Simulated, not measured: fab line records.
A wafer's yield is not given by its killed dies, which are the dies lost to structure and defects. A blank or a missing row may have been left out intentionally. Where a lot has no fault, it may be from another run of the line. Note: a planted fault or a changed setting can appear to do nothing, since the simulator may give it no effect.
fab line records | flow nandHarc | part 1 of 2: steps 1 to 27 of 42
record lots=5 | wafers=15 | lastDay=29
route steps=1302 shown P_CONTACT@219 P_M0@253
lots untouched by any fault: they come from a run of this same line in which no faults occurred
startH: start of the lot's first displayed wafer, in hours after the record's first day | waitH: hours elapsed since this lot's preceding step | " the same as in the row above | L1.1+2: one row covering several wafers at once | - either no value or no given start | * or withheld: withheld | < > ~ a bound
route shown NAME@n: names a module that has steps shown in the file, with the first one's number in the route | usual: mean/standard deviation taken from wafers without a fault | same: alike in all rows | chamber/n: place in a boat | sites: each site's reading | _std_site: standard deviation across them | _edge_site: inner sites' mean taken away from outer sites' mean | radiusMm: for every site, how far away it sits from the centre of the wafer | mask NAME#n: copy n | behind: the tool/chamber that last shaped the wafer | hold: the reason the lot was held/the length of the hold in hours/how it ended | device: whichever transistor did not switch (one of n, p or np) | end of line: the same wafers' tests at the end of the route | step lacking rows: just its recipe | killed: at the first sort, the dies lost to defects and structure; wafer yield is something else | map: dies across one wafer; x = killed, . = not, _ = none there
set.NAME: the run value of the setting; set.NAME@STEP: its run value at that earlier step | model.NAME: the simulator's own value behind a step, which no gauge read
lots at selected steps of the route; one table per step, one row per wafer
services: when a tool's chamber went out of use (startH, in hours from the record's first day, below 0 if earlier), for how many hours, and the reason
## steps
# step NHARC_P_CONTACT_CMP_01
# recipe targetThkNm=200 | material=SiO2
# usual motorCurrentA=12.4/1.2 | retainingRingPressureFrac=1.000/0.0046 | slurryFilterDpKPa=13.51/0.14
lot.wafer | tool   | chamber | startH | waitH | motorCurrentA | retainingRingPressureFrac | slurryFilterDpKPa
L077.2    | cmp-01 | 3       | 151.10 | -     | 12.4          | 0.999                     | 13.62
L077.3    | "      | 0       | "      | "     | 13.4          | 1.000                     | 13.34
L077.4    | "      | 1       | "      | "     | 14.1          | 0.996                     | 13.40
L079.4    | cmp-01 | 2       | 171.32 | -     | 12.9          | 0.995                     | 13.53
L079.1    | "      | 3       | "      | "     | 12.5          | 1.000                     | 13.75
L079.2    | "      | 0       | "      | "     | 12.3          | 1.001                     | 13.39
L080.4    | cmp-01 | 1       | 172.22 | -     | 13.9          | 0.999                     | 13.55
L080.3    | "      | 2       | "      | "     | 13.1          | 0.997                     | 13.56
L080.6    | "      | 0       | "      | "     | 13.7          | 0.997                     | 13.71
L087.1    | cmp-02 | 3       | 242.31 | -     | 11.7          | 0.999                     | 13.36
L087.4    | "      | 1       | "      | "     | 14.1          | 0.996                     | 13.63
L087.5    | "      | 0       | "      | "     | 10.7          | 0.997                     | 13.39
L089.2    | cmp-01 | 3       | 263.55 | -     | 11.9          | 0.993                     | 13.54
L089.1    | "      | 0       | "      | "     | 12.8          | 1.003                     | 13.45
L089.4    | "      | 1       | "      | "     | 14.0          | 1.007                     | 13.39
# step NHARC_P_CONTACT_SRD_03
lot.wafer  | tool        | chamber | startH | waitH
L077.3+4+2 | wetBench-01 | 5,0,1   | 151.36 | 0.0
L079.2+4+1 | wetBench-07 | 6,0,1   | 171.59 | 0.0
L080.4+3+6 | wetBench-07 | 2,5,6   | 172.50 | 0.0
L087.1+4+5 | wetBench-02 | 6,7,3   | 242.61 | 0.0
L089.4+1+2 | wetBench-02 | 2,4,6   | 263.85 | 0.0
# step NHARC_P_CONTACT_DEHYDRATE_04
# recipe tempC=150 | timeS=120
lot.wafer  | tool          | chamber | startH | waitH
L077.2+3+4 | lithoTrack-06 | 0       | 151.45 | 0.1
L079.1+2+4 | lithoTrack-04 | 0       | 171.67 | 0.1
L080.3+4+6 | lithoTrack-06 | 0       | 172.58 | 0.1
L087.1+4+5 | lithoTrack-04 | 0       | 242.69 | 0.1
L089.1+2+4 | lithoTrack-04 | 0       | 263.93 | 0.1
# step NHARC_P_CONTACT_HMDS_05
# recipe timeS=30
lot.wafer  | tool          | chamber | startH | waitH
L077.2+3+4 | lithoTrack-06 | 0       | -      | -
L079.1+2+4 | lithoTrack-04 | 0       | -      | -
L080.3+4+6 | lithoTrack-06 | 0       | -      | -
L087.1+4+5 | lithoTrack-04 | 0       | -      | -
L089.1+2+4 | lithoTrack-04 | 0       | -      | -
# step NHARC_P_CONTACT_COAT_33
# recipe tempC=260 | timeS=75
lot.wafer  | tool          | chamber | startH | waitH
L077.2+3+4 | lithoTrack-06 | 0       | -      | -
L079.1+2+4 | lithoTrack-04 | 0       | -      | -
L080.3+4+6 | lithoTrack-06 | 0       | -      | -
L087.1+4+5 | lithoTrack-04 | 0       | -      | -
L089.1+2+4 | lithoTrack-04 | 0       | -      | -
# step NHARC_P_CONTACT_COAT_34
# recipe tempC=225 | timeS=65
lot.wafer  | tool          | chamber | startH | waitH
L077.2+3+4 | lithoTrack-06 | 0       | -      | -
L079.1+2+4 | lithoTrack-04 | 0       | -      | -
L080.3+4+6 | lithoTrack-06 | 0       | -      | -
L087.1+4+5 | lithoTrack-04 | 0       | -      | -
L089.1+2+4 | lithoTrack-04 | 0       | -      | -
# step NHARC_P_CONTACT_COAT_06
# recipe spinRpm=1500 | resistThkNm=90
lot.wafer  | tool          | chamber | startH | waitH
L077.2+3+4 | lithoTrack-06 | 0       | -      | -
L079.1+2+4 | lithoTrack-04 | 0       | -      | -
L080.3+4+6 | lithoTrack-06 | 0       | -      | -
L087.1+4+5 | lithoTrack-04 | 0       | -      | -
L089.1+2+4 | lithoTrack-04 | 0       | -      | -
# step NHARC_P_CONTACT_SOFTBAKE_07
# recipe tempC=105 | timeS=55
lot.wafer  | tool          | chamber | startH | waitH
L077.2+3+4 | lithoTrack-06 | 0       | -      | -
L079.1+2+4 | lithoTrack-04 | 0       | -      | -
L080.3+4+6 | lithoTrack-06 | 0       | -      | -
L087.1+4+5 | lithoTrack-04 | 0       | -      | -
L089.1+2+4 | lithoTrack-04 | 0       | -      | -
# step NHARC_P_CONTACT_EBR_08
lot.wafer  | tool          | chamber | startH | waitH
L077.2+3+4 | lithoTrack-06 | 0       | -      | -
L079.1+2+4 | lithoTrack-04 | 0       | -      | -
L080.3+4+6 | lithoTrack-06 | 0       | -      | -
L087.1+4+5 | lithoTrack-04 | 0       | -      | -
L089.1+2+4 | lithoTrack-04 | 0       | -      | -
# step NHARC_P_CONTACT_EXPOSE_09
# recipe na=1.35 | targetCdNm=90 | doseMj=81.26 | maskId=P_CA
lot.wafer  | tool           | chamber | startH | waitH | mask
L077.2+3+4 | arfiScanner-02 | 0       | 151.76 | -     | P_CA#0
L079.1+2+4 | arfiScanner-03 | 0       | 171.98 | -     | P_CA#0
L080.3+4+6 | arfiScanner-01 | 0       | 172.90 | -     | P_CA#0
L087.1+4+5 | arfiScanner-01 | 0       | 243.00 | -     | P_CA#0
L089.1+2+4 | arfiScanner-02 | 0       | 264.24 | -     | P_CA#0
# step NHARC_P_CONTACT_PEB_10
# recipe pebTempC=100 | pebTimeS=65
# same pebTimeS=65
lot.wafer  | tool          | chamber | startH | waitH
L077.2+3+4 | lithoTrack-01 | 0       | 151.82 | 0.1
L079.1+2+4 | lithoTrack-06 | 0       | 172.04 | 0.1
L080.3+4+6 | lithoTrack-01 | 0       | 172.95 | 0.0
L087.1+4+5 | lithoTrack-06 | 0       | 243.06 | 0.1
L089.1+2+4 | lithoTrack-01 | 0       | 264.30 | 0.1
# step NHARC_P_CONTACT_DEVELOP_11
# recipe developTimeS=35 | devTempC=23
lot.wafer  | tool          | chamber | startH | waitH
L077.2+3+4 | lithoTrack-01 | 0       | -      | -
L079.1+2+4 | lithoTrack-06 | 0       | -      | -
L080.3+4+6 | lithoTrack-01 | 0       | -      | -
L087.1+4+5 | lithoTrack-06 | 0       | -      | -
L089.1+2+4 | lithoTrack-01 | 0       | -      | -
# step NHARC_P_CONTACT_CD_MEAS_12
# recipe targetCdNm=90 | landingEnergyEv=500
# usual cdNm=90.1/0.57
lot.wafer | tool     | chamber | startH | waitH | cdNm
L077.2    | cdSem-01 | 0       | 151.90 | -     | 90.1
L077.3    | "        | 0       | "      | "     | 89.9
L077.4    | "        | 0       | "      | "     | 90.2
L079.1    | cdSem-02 | 0       | 172.12 | -     | 90.9
L079.2    | "        | 0       | "      | "     | 91.3
L079.4    | "        | 0       | "      | "     | 91.0
L080.3    | cdSem-01 | 0       | 173.03 | -     | 89.6
L080.4    | "        | 0       | "      | "     | 90.3
L080.6    | "        | 0       | "      | "     | 89.7
L087.1    | cdSem-01 | 0       | 243.14 | -     | 89.2
L087.4    | "        | 0       | "      | "     | 90.2
L087.5    | "        | 0       | "      | "     | 90.8
L089.1    | cdSem-02 | 0       | 264.38 | -     | 90.1
L089.2    | "        | 0       | "      | "     | 89.4
L089.4    | "        | 0       | "      | "     | 89.9
# step NHARC_P_CONTACT_OVL_MEAS_13
# usual overlayXNm=0.0/0.78 | overlayYNm=0.3/0.79
lot.wafer | tool       | chamber | startH | waitH | overlayXNm | overlayYNm
L077.2    | overlay-02 | -       | 151.99 | -     | -0.9       | 1.1
L077.3    | "          | -       | "      | "     | -0.8       | 1.7
L077.4    | "          | -       | "      | "     | -0.5       | 1.0
L079.1    | overlay-01 | -       | 172.21 | -     | 0.6        | -0.1
L079.2    | "          | -       | "      | "     | -0.1       | 0.6
L079.4    | "          | -       | "      | "     | 0.2        | 0.4
L080.3    | overlay-02 | -       | 173.12 | -     | 0.2        | 0.3
L080.4    | "          | -       | "      | "     | -0.5       | 0.9
L080.6    | "          | -       | "      | "     | -0.3       | 0.6
L087.1    | overlay-01 | -       | 243.23 | -     | 0.3        | -0.1
L087.4    | "          | -       | "      | "     | -0.6       | 0.3
L087.5    | "          | -       | "      | "     | -1.2       | 0.2
L089.1    | overlay-01 | -       | 264.47 | -     | 1.4        | -0.5
L089.2    | "          | -       | "      | "     | 0.9        | -0.5
L089.4    | "          | -       | "      | "     | 0.0        | -0.4
# step NHARC_P_CONTACT_INSPECT_14
# usual rawDefectCount=3.6/2.2
lot.wafer | tool             | chamber | startH | waitH | rawDefectCount
L077.2    | defectInspect-01 | -       | 152.02 | 0.0   | 6
L077.3    | "                | -       | "      | "     | 7
L077.4    | "                | -       | "      | "     | 8
L079.1    | defectInspect-01 | -       | 172.24 | 0.0   | 0
L079.2    | "                | -       | "      | "     | 3
L079.4    | "                | -       | "      | "     | 5
L080.3    | defectInspect-01 | -       | 173.15 | 0.0   | 2
L080.4    | "                | -       | "      | "     | 3
L080.6    | "                | -       | "      | "     | 2
L087.1    | defectInspect-01 | -       | 243.26 | 0.0   | 4
L087.4    | "                | -       | "      | "     | 1
L087.5    | "                | -       | "      | "     | 3
L089.1    | defectInspect-02 | -       | 264.51 | 0.0   | 2
L089.2    | "                | -       | "      | "     | 2
L089.4    | "                | -       | "      | "     | 5
# step NHARC_P_CONTACT_DESCUM_17
# recipe timeS=3 | o2FlowSccm=200 | arFlowSccm=0 | biasPowerW=0 | chemistry=O2
# usual drypumpMotorCurrentA=5.8/0.43 | oesProductAu=0.998/0.012 | rfVppV=57.6/0.77 | showerheadPlenumPTorr=1.88/0.079 | throttleValvePct=11.311/0.0099
lot.wafer | tool       | chamber | startH | waitH | drypumpMotorCurrentA | oesProductAu | rfHoursCounterH | rfVppV | showerheadPlenumPTorr | throttleValvePct
L077.2    | rieDiel-10 | 0       | 152.08 | 0.1   | 5.3                  | 1.013        | 2.2             | 57.8   | 1.80                  | 11.290
L077.3    | "          | 1       | "      | "     | 6.3                  | 0.993        | 2.4             | 58.0   | 1.84                  | 11.306
L077.4    | "          | 1       | "      | "     | 6.3                  | 0.996        | -               | 58.4   | 1.85                  | 11.329
L079.2    | rieDiel-10 | 3       | 172.31 | 0.1   | 5.6                  | 1.005        | 3.0             | 56.9   | 1.80                  | 11.313
L079.1    | "          | 0       | "      | "     | 5.3                  | 1.009        | 3.3             | 57.0   | 1.80                  | 11.333
L079.4    | "          | 1       | "      | "     | 6.3                  | 0.987        | 3.5             | 57.9   | 1.84                  | 11.306
L080.3    | rieDiel-11 | 2       | 173.21 | 0.1   | 6.0                  | 0.987        | 4.5             | 58.1   | 2.00                  | 11.318
L080.4    | "          | 0       | "      | "     | 5.5                  | 0.982        | 4.5             | 58.1   | 1.81                  | 11.299
L080.6    | "          | 3       | "      | "     | 5.5                  | 1.002        | -               | 55.8   | 1.83                  | 11.296
L087.1    | rieDiel-11 | 3       | 243.33 | 0.1   | 5.5                  | 0.984        | 9.7             | 57.9   | 1.83                  | 11.311
L087.4    | "          | 1       | "      | "     | 5.9                  | 0.973        | 7.3             | 58.5   | 1.94                  | 11.304
L087.5    | "          | 3       | "      | "     | 5.5                  | 1.001        | -               | 56.8   | 1.83                  | 11.319
L089.4    | rieDiel-11 | 3       | 264.58 | 0.1   | 5.5                  | 1.014        | 0               | 57.3   | 1.83                  | 11.320
L089.2    | "          | 0       | "      | "     | 5.5                  | 0.991        | 0               | 57.8   | 1.81                  | 11.322
L089.1    | "          | 1       | "      | "     | 5.9                  | 0.990        | 0               | 57.5   | 1.94                  | 11.304
# step NHARC_P_CONTACT_ETCH_35
# recipe targetDepthA=390 | overEtchFrac=0.3 | timeS=65 | ionEnergyEv=80 | cf4FlowSccm=150 | arFlowSccm=0 | rfW=300 | biasW=100 | chemistry=CF4
# usual cf4FlowSccm=150.0/0.46 | drypumpMotorCurrentA=5.8/0.44 | oesProductAu=0.999/0.011 | rfVppV=150.8/1.2 | showerheadPlenumPTorr=1.73/0.068 | throttleValvePct=13.284/0.0092
lot.wafer | tool       | chamber | startH | waitH | cf4FlowSccm | drypumpMotorCurrentA | oesProductAu | rfHoursCounterH | rfVppV | showerheadPlenumPTorr | throttleValvePct
L077.2    | rieDiel-10 | 0       | 152.19 | 0.1   | 150.1       | 5.3                  | 1.000        | 2.2             | 151.6  | 1.67                  | 13.277
L077.3    | "          | 3       | "      | "     | 149.8       | 5.6                  | 1.017        | 1.9             | 150.7  | 1.67                  | 13.285
L077.4    | "          | 3       | "      | "     | 149.9       | 5.6                  | 1.008        | -               | 150.3  | 1.67                  | 13.270
L079.4    | rieDiel-10 | 1       | 172.39 | 0.1   | 149.9       | 6.3                  | 0.999        | 3.5             | 150.1  | 1.71                  | 13.290
L079.2    | "          | 2       | "      | "     | 150.3       | 6.3                  | 1.006        | 1.9             | 151.9  | 1.85                  | 13.279
L079.1    | "          | 0       | "      | "     | 149.8       | 5.3                  | 0.994        | 3.3             | 149.7  | 1.67                  | 13.293
L080.3    | rieDiel-11 | 1       | 173.36 | 0.1   | 149.7       | 5.9                  | 0.972        | 3.7             | 150.8  | 1.79                  | 13.279
L080.4    | "          | 0       | "      | "     | 149.6       | 5.5                  | 0.971        | 4.5             | 149.8  | 1.68                  | 13.283
L080.6    | "          | 2       | "      | "     | 150.2       | 6.0                  | 0.995        | -               | 150.1  | 1.84                  | 13.283
L087.1    | rieDiel-11 | 0       | 243.42 | 0.1   | 150.0       | 5.5                  | 0.972        | 9.0             | 150.4  | 1.68                  | 13.285
L087.4    | "          | 2       | "      | "     | 149.9       | 6.0                  | 0.993        | 8.1             | 152.3  | 1.84                  | 13.276
L087.5    | "          | 3       | "      | "     | 151.0       | 5.5                  | 0.999        | -               | 151.3  | 1.70                  | 13.279
L089.1    | rieDiel-11 | 2       | 264.65 | 0.1   | 150.4       | 6.0                  | 0.997        | 0.0             | 152.3  | 1.84                  | 13.280
L089.2    | "          | 0       | "      | "     | 149.9       | 5.5                  | 1.004        | 0.0             | 150.6  | 1.68                  | 13.259
L089.4    | "          | 1       | "      | "     | 149.9       | 5.9                  | 0.987        | 0.0             | 152.2  | 1.79                  | 13.296
# step NHARC_P_CONTACT_ETCH_36
# recipe targetDepthA=2600 | overEtchFrac=0.25 | timeS=406.25 | ionEnergyEv=200 | n2FlowSccm=150 | h2FlowSccm=150 | arFlowSccm=0 | rfW=400 | biasW=150 | chemistry=N2/H2
# usual drypumpMotorCurrentA=5.8/0.43 | oesProductAu=0.997/0.012 | rfVppV=429.3/2.5 | showerheadPlenumPTorr=2.00/0.086 | throttleValvePct=14.171/0.0096
lot.wafer | tool       | chamber | startH | waitH | drypumpMotorCurrentA | oesProductAu | rfHoursCounterH | rfVppV | showerheadPlenumPTorr | throttleValvePct
L077.2    | rieDiel-10 | 0       | -      | -     | 5.3                  | 1.003        | 2.3             | 425.8  | 1.92                  | 14.152
L077.3    | "          | 1       | "      | "     | 6.3                  | 0.988        | 2.5             | 428.5  | 1.96                  | 14.182
L077.4    | "          | 3       | "      | "     | 5.6                  | 1.014        | -               | 426.4  | 1.92                  | 14.179
L079.4    | rieDiel-10 | 2       | -      | -     | 6.4                  | 0.999        | 2.0             | 431.5  | 2.14                  | 14.185
L079.1    | "          | 3       | "      | "     | 5.6                  | 1.004        | 3.1             | 426.6  | 1.92                  | 14.156
L079.2    | "          | 0       | "      | "     | 5.3                  | 0.997        | 3.4             | 425.9  | 1.92                  | 14.168
L080.3    | rieDiel-11 | 1       | -      | -     | 5.9                  | 0.971        | 3.8             | 429.9  | 2.07                  | 14.167
L080.4    | "          | 3       | "      | "     | 5.5                  | 1.006        | 5.3             | 427.8  | 1.95                  | 14.169
L080.6    | "          | 1       | "      | "     | 5.9                  | 0.971        | -               | 432.3  | 2.07                  | 14.165
L087.4    | rieDiel-11 | 0       | -      | -     | 5.5                  | 0.973        | 9.0             | 427.3  | 1.93                  | 14.164
L087.1    | "          | 1       | "      | "     | 5.9                  | 0.978        | 7.3             | 430.5  | 2.06                  | 14.154
L087.5    | "          | 0       | "      | "     | 5.5                  | 0.975        | -               | 428.4  | 1.92                  | 14.168
L089.2    | rieDiel-11 | 2       | -      | -     | 6.0                  | 0.996        | 0.1             | 434.4  | 2.13                  | 14.180
L089.4    | "          | 3       | "      | "     | 5.5                  | 0.992        | 0.1             | 428.1  | 1.95                  | 14.174
L089.1    | "          | 1       | "      | "     | 5.9                  | 0.988        | 0.1             | 432.0  | 2.06                  | 14.177
# step NHARC_P_CONTACT_ETCH_18
# recipe targetDepthA=4810 | timeS=240.5 | c4f8FlowSccm=20 | o2FlowSccm=10 | arFlowSccm=withheld | rfW=600 | biasW=1500 | chemistry=C4F8/O2/Ar
# usual oesProductAu=0.961/0.021 | rfVppV=976/5.7
lot.wafer | tool       | chamber | startH | waitH | oesProductAu | rfHoursCounterH | rfVppV
L077.2    | rieDiel-10 | 0       | -      | -     | 0.955        | 2.5             | 969
L077.3    | "          | 1       | "      | "     | 0.940        | 2.7             | 974
L077.4    | "          | 3       | "      | "     | 0.962        | -               | 971
L079.2    | rieDiel-10 | 1       | -      | -     | 0.980        | 3.7             | 973
L079.1    | "          | 2       | "      | "     | 0.963        | 2.2             | 985
L079.4    | "          | 0       | "      | "     | 0.985        | 3.5             | 970
L080.3    | rieDiel-11 | 2       | -      | -     | 0.938        | 4.8             | 985
L080.4    | "          | 0       | "      | "     | 0.940        | 4.8             | 972
L080.6    | "          | 2       | "      | "     | 0.937        | -               | 984
L087.1    | rieDiel-11 | 2       | -      | -     | 0.965        | 8.3             | 983
L087.4    | "          | 0       | "      | "     | 0.942        | 9.3             | 971
L087.5    | "          | 3       | "      | "     | 0.971        | -               | 971
L089.1    | rieDiel-11 | 0       | -      | -     | 0.978        | 0.2             | 971
L089.4    | "          | 1       | "      | "     | 0.967        | 0.2             | 978
L089.2    | "          | 3       | "      | "     | 0.967        | 0.3             | 972
# step NHARC_P_CONTACT_STRIP_37
# recipe c4f8FlowSccm=withheld | o2FlowSccm=8 | arFlowSccm=withheld | biasW=0 | chemistry=C4F8/O2/Ar
lot.wafer  | tool       | chamber | startH | waitH
L077.3+2+4 | rieDiel-10 | 3,0,1   | -      | -
L079.1+2+4 | rieDiel-10 | 2,3,0   | -      | -
L080.4+3+6 | rieDiel-11 | 3,1,0   | -      | -
L087.4+1+5 | rieDiel-11 | 0,2,0   | -      | -
L089.1+2+4 | rieDiel-11 | 2,0,1   | -      | -
# step NHARC_P_CONTACT_ETCH_31
# recipe targetDepthA=300 | timeS=85.7 | ionEnergyEv=120 | overEtchFrac=1 | ch3fFlowSccm=50 | o2FlowSccm=30 | arFlowSccm=200 | rfW=500 | biasW=100 | chemistry=CH3F/O2
# usual drypumpMotorCurrentA=5.9/0.44 | oesProductAu=0.977/0.016 | rfVppV=243.7/1.5 | showerheadPlenumPTorr=2.41/0.097 | throttleValvePct=20.663/0.0094
lot.wafer | tool       | chamber | startH | waitH | drypumpMotorCurrentA | oesProductAu | rfHoursCounterH | rfVppV | showerheadPlenumPTorr | throttleValvePct
L077.2    | rieDiel-10 | 0       | -      | -     | 5.3                  | 0.979        | 2.6             | 241.5  | 2.32                  | 20.651
L077.3    | "          | 1       | "      | "     | 6.3                  | 0.977        | 2.8             | 242.4  | 2.37                  | 20.663
L077.4    | "          | 0       | "      | "     | 5.3                  | 0.985        | -               | 242.6  | 2.32                  | 20.649
L079.1    | rieDiel-10 | 1       | -      | -     | 6.3                  | 0.986        | 3.8             | 242.2  | 2.37                  | 20.670
L079.2    | "          | 2       | "      | "     | 6.4                  | 0.977        | 2.3             | 245.2  | 2.57                  | 20.653
L079.4    | "          | 3       | "      | "     | 5.6                  | 0.970        | 3.4             | 241.4  | 2.32                  | 20.669
L080.4    | rieDiel-11 | 2       | -      | -     | 6.0                  | 0.968        | 4.9             | 244.8  | 2.57                  | 20.658
L080.3    | "          | 3       | "      | "     | 5.5                  | 0.980        | 5.6             | 243.3  | 2.36                  | 20.661
L080.6    | "          | 1       | "      | "     | 5.9                  | 0.957        | -               | 244.8  | 2.49                  | 20.677
L087.1    | rieDiel-11 | 0       | -      | -     | 5.5                  | 0.956        | 9.3             | 241.8  | 2.33                  | 20.664
L087.4    | "          | 2       | "      | "     | 6.0                  | 0.982        | 8.4             | 245.3  | 2.57                  | 20.656
L087.5    | "          | 0       | "      | "     | 5.5                  | 0.955        | -               | 242.6  | 2.33                  | 20.661
L089.1    | rieDiel-11 | 3       | -      | -     | 5.5                  | 0.983        | 0.3             | 242.7  | 2.35                  | 20.679
L089.2    | "          | 0       | "      | "     | 5.5                  | 0.977        | 0.3             | 242.8  | 2.33                  | 20.662
L089.4    | "          | 1       | "      | "     | 5.9                  | 0.977        | 0.3             | 244.7  | 2.49                  | 20.669
# step NHARC_P_CONTACT_CD_MEAS_19
# usual cdNm=90.1/1.8
lot.wafer | tool     | chamber | startH | waitH | cdNm
L077.2    | cdSem-01 | -       | 153.11 | -     | 91.8
L077.3    | "        | -       | "      | "     | 87.9
L077.4    | "        | -       | "      | "     | 89.3
L079.1    | cdSem-01 | -       | 173.17 | -     | 92.9
L079.2    | "        | -       | "      | "     | 91.2
L079.4    | "        | -       | "      | "     | 90.3
L080.3    | cdSem-02 | -       | 174.23 | -     | 90.6
L080.4    | "        | -       | "      | "     | 89.1
L080.6    | "        | -       | "      | "     | 91.9
L087.1    | cdSem-02 | -       | 244.20 | -     | 90.1
L087.4    | "        | -       | "      | "     | 91.5
L087.5    | "        | -       | "      | "     | 91.3
L089.1    | cdSem-02 | -       | 265.44 | -     | 90.1
L089.2    | "        | -       | "      | "     | 83.9
L089.4    | "        | -       | "      | "     | 93.5
# step NHARC_P_CONTACT_STRIP_28
# recipe o2FlowSccm=500 | arFlowSccm=0 | biasW=0 | chemistry=O2
# usual drypumpMotorCurrentA=5.8/0.52 | oesProductAu=0.999/0.012 | rfVppV=57.6/0.86 | showerheadPlenumPTorr=3.48/0.13 | throttleValvePct=17.036/0.0085
lot.wafer | tool       | chamber | startH | waitH | drypumpMotorCurrentA | oesProductAu | rfHoursCounterH | rfVppV | showerheadPlenumPTorr | throttleValvePct
L077.4    | rieDiel-11 | 0       | 153.20 | 0.1   | 5.5                  | 0.973        | 2.8             | 56.7   | 3.35                  | 17.024
L077.3    | "          | 1       | "      | "     | 6.0                  | 0.990        | 2.5             | 58.4   | 3.57                  | 17.042
L077.2    | "          | 2       | "      | "     | 6.0                  | 1.003        | 3.2             | 57.9   | 3.68                  | 17.045
L079.1    | rieDiel-11 | 2       | 173.26 | 0.1   | 6.0                  | 0.996        | 4.5             | 58.4   | 3.68                  | 17.047
L079.4    | "          | 0       | "      | "     | 5.5                  | 0.989        | 4.5             | 58.1   | 3.35                  | 17.031
L079.2    | "          | 1       | "      | "     | 5.9                  | 0.985        | 3.7             | 59.6   | 3.57                  | 17.048
L080.4    | rieDiel-09 | 1       | 174.30 | 0.1   | 5.2                  | 1.001        | 0.5             | 57.8   | 3.65                  | 17.054
L080.3    | "          | 3       | "      | "     | 6.2                  | 0.993        | 0.4             | 57.6   | 3.50                  | 17.028
L080.6    | "          | 1       | "      | "     | 5.2                  | 1.015        | -               | 58.1   | 3.65                  | 17.038
L087.4    | rieDiel-09 | 0       | 244.28 | 0.1   | 5.3                  | 1.004        | 1.3             | 59.3   | 3.53                  | 17.040
L087.1    | "          | 1       | "      | "     | 5.2                  | 1.005        | 1.4             | 57.4   | 3.65                  | 17.028
L087.5    | "          | 0       | "      | "     | 5.3                  | 1.001        | -               | 58.5   | 3.53                  | 17.026
L089.1    | rieDiel-10 | 1       | 265.51 | 0.1   | 6.3                  | 1.009        | 0.2             | 57.4   | 3.41                  | 17.048
L089.4    | "          | 2       | "      | "     | 6.3                  | 1.008        | 0.2             | 57.8   | 3.68                  | 17.043
L089.2    | "          | 0       | "      | "     | 5.3                  | 1.000        | 0.2             | 57.0   | 3.33                  | 17.026
# step NHARC_P_CONTACT_STRIP_29
# recipe timeS=1200 | tempC=72.5 | chemistry=postEtchResidueRemover
lot.wafer  | tool        | chamber | startH | waitH
L077.3+2+4 | wetBench-07 | 7,0,1   | 153.40 | -
L079.2+4+1 | wetBench-07 | 4,6,0   | 173.46 | -
L080.3+4+6 | wetBench-07 | 6,0,2   | 174.50 | -
L087.5+4+1 | wetBench-01 | 1,2,3   | 244.48 | -
L089.1+2+4 | wetBench-07 | 0,1,3   | 265.71 | -
# step NHARC_P_CONTACT_DEGAS_38
# recipe tempC=300 | timeS=60
# usual heaterPowerW=450/37
lot.wafer | tool          | chamber | startH | waitH | heaterPowerW
L077.3    | pvdSputter-02 | -       | 153.82 | -     | 509
L077.4    | "             | -       | "      | "     | 432
L077.2    | "             | -       | "      | "     | 426
L079.1    | pvdSputter-01 | -       | 173.90 | -     | 458
L079.4    | "             | -       | "      | "     | 476
L079.2    | "             | -       | "      | "     | 416
L080.4    | pvdSputter-01 | -       | 174.95 | -     | 423
L080.3    | "             | -       | "      | "     | 475
L080.6    | "             | -       | "      | "     | 433
L087.4    | pvdSputter-01 | -       | 244.91 | -     | 488
L087.1    | "             | -       | "      | "     | 476
L087.5    | "             | -       | "      | "     | 387
L089.1    | pvdSputter-01 | -       | 266.15 | -     | 391
L089.4    | "             | -       | "      | "     | 476
L089.2    | "             | -       | "      | "     | 484
# step NHARC_P_CONTACT_PRE_CLEAN_39
# recipe timeS=19.5 | biasV=250 | gas=Ar
lot.wafer  | tool          | chamber | startH | waitH
L077.4+3+2 | pvdSputter-02 | -       | -      | -
L079.2+4+1 | pvdSputter-01 | -       | -      | -
L080.3+4+6 | pvdSputter-01 | -       | -      | -
L087.4+1+5 | pvdSputter-01 | -       | -      | -
L089.1+2+4 | pvdSputter-01 | -       | -      | -
# step NHARC_P_CONTACT_PVD_32
# recipe targetThkA=50 | chamberPressurePa=5 | powerW=5000 | substrateTempC=200 | timeS=17.7 | material=Ti
# usual throttleValvePct=29.9/1.1
lot.wafer | tool          | chamber | startH | waitH | throttleValvePct
L077.2    | pvdSputter-02 | -       | -      | -     | 28.2
L077.4    | "             | -       | "      | "     | 30.7
L077.3    | "             | -       | "      | "     | 31.3
L079.1    | pvdSputter-01 | -       | -      | -     | 29.0
L079.2    | "             | -       | "      | "     | 30.2
L079.4    | "             | -       | "      | "     | 30.4
L080.4    | pvdSputter-01 | -       | -      | -     | 31.1
L080.3    | "             | -       | "      | "     | 29.2
L080.6    | "             | -       | "      | "     | 31.3
L087.1    | pvdSputter-01 | -       | -      | -     | 30.1
L087.4    | "             | -       | "      | "     | 29.8
L087.5    | "             | -       | "      | "     | 28.4
L089.4    | pvdSputter-01 | -       | -      | -     | 30.0
L089.1    | "             | -       | "      | "     | 28.4
L089.2    | "             | -       | "      | "     | 29.9
